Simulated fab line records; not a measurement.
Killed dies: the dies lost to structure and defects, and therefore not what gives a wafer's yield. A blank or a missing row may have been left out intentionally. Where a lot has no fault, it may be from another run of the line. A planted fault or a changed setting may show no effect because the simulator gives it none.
Chamber matching + flow nandHarc + rieSi-02 running NHARC_A_WL_FILL_ETCHBACK_26: 4 sister chambers
The step etches the open film in HBr, target depth 52 nm, time 13.3 s. 4 wafers are shown with their chamber, then 9 later ones without.

## WAFERS WITH THEIR CHAMBER
| wafer  | chamber | oesProductAu (a.u.) |
|--------|---------|---------------------|
| L084.1 | 1       | 0.995               |
| L084.3 | 3       | 0.980               |
| L085.4 | 2       | 0.994               |
| L085.6 | 0       | 0.993               |

## WAFERS WITH NO CHAMBER GIVEN
| wafer  | oesProductAu (a.u.) |
|--------|---------------------|
| L091.3 | 0.996               |
| L091.4 | 0.991               |
| L091.5 | 0.988               |
| L092.2 | 0.991               |
| L092.3 | 0.989               |
| L092.5 | 0.987               |
| L097.1 | 1.010               |
| L097.2 | 0.990               |
| L097.6 | 0.966               |

## WHICH CHAMBER EACH ONE RAN IN
| wafer  | from the rows above               | in truth |
|--------|-----------------------------------|----------|
| L091.3 | can't be placed: 1 or 2 or 0 or 3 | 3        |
| L091.4 | can't be placed: 0 or 2 or 1 or 3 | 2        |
| L091.5 | can't be placed: 0 or 2 or 1 or 3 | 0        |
| L092.2 | can't be placed: 0 or 2 or 1 or 3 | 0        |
| L092.3 | can't be placed: 0 or 2 or 1 or 3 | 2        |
| L092.5 | can't be placed: 0 or 2 or 3 or 1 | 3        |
| L097.1 | can't be placed: 1 or 2 or 0 or 3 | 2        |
| L097.2 | can't be placed: 0 or 2 or 1 or 3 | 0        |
| L097.6 | can't be placed: 3 or 0 or 2 or 1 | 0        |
Correctly placed: 0 of 9. Cannot be placed on the basis of these rows: 9; the candidates contain the true chamber in 9. Placed wrongly: 0.
How it was worked out, from the rows above alone: a wafer's distance from a chamber is the root of the sum, over the readings, of the square of ((its reading less the chamber's mean) divided by the reading's scatter). If the next closest chamber is less than 2 further off than the closest, the wafer can't be placed; otherwise it belongs to the closest. For every chamber, the mean is computed from those of its wafers that are shown. The scatter: root of mean squared gap, hidden wafer to nearest shown wafer, with one shown wafer a chamber.
